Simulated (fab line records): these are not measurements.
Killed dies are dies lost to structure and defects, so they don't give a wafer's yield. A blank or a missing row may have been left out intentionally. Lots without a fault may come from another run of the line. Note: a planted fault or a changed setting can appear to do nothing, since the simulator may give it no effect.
Chamber matching | flow nand-harc | rie-diel-11 running NHARC_A_STAIRCASE_ETCHBACK_422: 4 sister chambers
The step etches the open film in CH3F/O2, target depth 40 nm, time 74.286 s. 16 wafers are shown with their chamber, then 8 later ones without.

EACH WAFER AND ITS CHAMBER
wafer  | chamber | showerhead-plenum-p-Torr (Torr) | rf-vpp-V (V) | throttle-valve-pct (%)
L074.3 | 0       | 2.53                            | 246.2        | 20.660
L074.5 | 2       | 2.52                            | 243.6        | 20.657
L074.6 | 3       | 2.43                            | 244.8        | 20.657
L075.2 | 0       | 2.53                            | 245.1        | 20.664
L075.5 | 3       | 2.43                            | 244.6        | 20.682
L075.6 | 2       | 2.52                            | 243.5        | 20.674
L080.1 | 0       | 2.52                            | 246.4        | 20.645
L080.2 | 3       | 2.42                            | 244.4        | 20.673
L080.3 | 2       | 2.51                            | 245.3        | 20.665
L081.1 | 2       | 2.51                            | 244.6        | 20.661
L081.3 | 1       | 2.55                            | 245.2        | 20.663
L081.6 | 0       | 2.52                            | 246.0        | 20.651
L089.1 | 0       | 2.51                            | 244.5        | 20.667
L089.2 | 2       | 2.50                            | 242.8        | 20.667
L089.5 | 1       | 2.54                            | 245.4        | 20.684
L088.1 | 2       | 2.50                            | 243.7        | 20.679

SIGNATURES (means of the wafers above)
reading                  | chamber 0 | chamber 1 | chamber 2 | chamber 3 | scatter within a chamber
showerhead-plenum-p-Torr | 2.5220    | 2.5450    | 2.5100    | 2.4267    | 0.00815
rf-vpp-V                 | 245.640   | 245.300   | 243.917   | 244.600   | 0.745
throttle-valve-pct       | 20.65740  | 20.67350  | 20.66717  | 20.67067  | 0.01
Rule: distance of a wafer from a chamber = root of the sum over the readings of ((wafer's reading minus chamber's mean) / reading's scatter) squared. The wafer belongs to the nearest chamber; if the next one is less than 2 further off, it can't be placed. How the scatter is found: for the shown wafers, subtract from each reading the mean of its chamber, square and add these, divide the total by (wafers less chambers), then take the root.

WAFERS WITH NO CHAMBER GIVEN
wafer  | showerhead-plenum-p-Torr (Torr) | rf-vpp-V (V) | throttle-valve-pct (%)
L088.2 | 2.41                            | 244.3        | 20.662
L088.3 | 2.51                            | 244.9        | 20.663
L094.3 | 2.50                            | 245.8        | 20.675
L094.4 | 2.53                            | 244.5        | 20.675
L094.6 | 2.53                            | 245.3        | 20.677
L096.2 | 2.40                            | 242.4        | 20.656
L096.3 | 2.49                            | 245.6        | 20.669
L096.6 | 2.52                            | 245.2        | 20.668

WHICH CHAMBER EACH ONE RAN IN
wafer  | from the rows above          | in truth
L088.2 | 3                            | 3
L088.3 | can't be placed: 2 or 0      | 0
L094.3 | can't be placed: 2 or 0      | 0
L094.4 | can't be placed: 1 or 0 or 2 | 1
L094.6 | can't be placed: 1 or 0 or 2 | 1
L096.2 | 3                            | 3
L096.3 | can't be placed: 2 or 0      | 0
L096.6 | can't be placed: 0 or 2 or 1 | 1
Correct placement for 2 of the 8. From these rows, 6 cannot be placed; in 6 the true chamber is one of the candidates. Placed wrongly: 0.
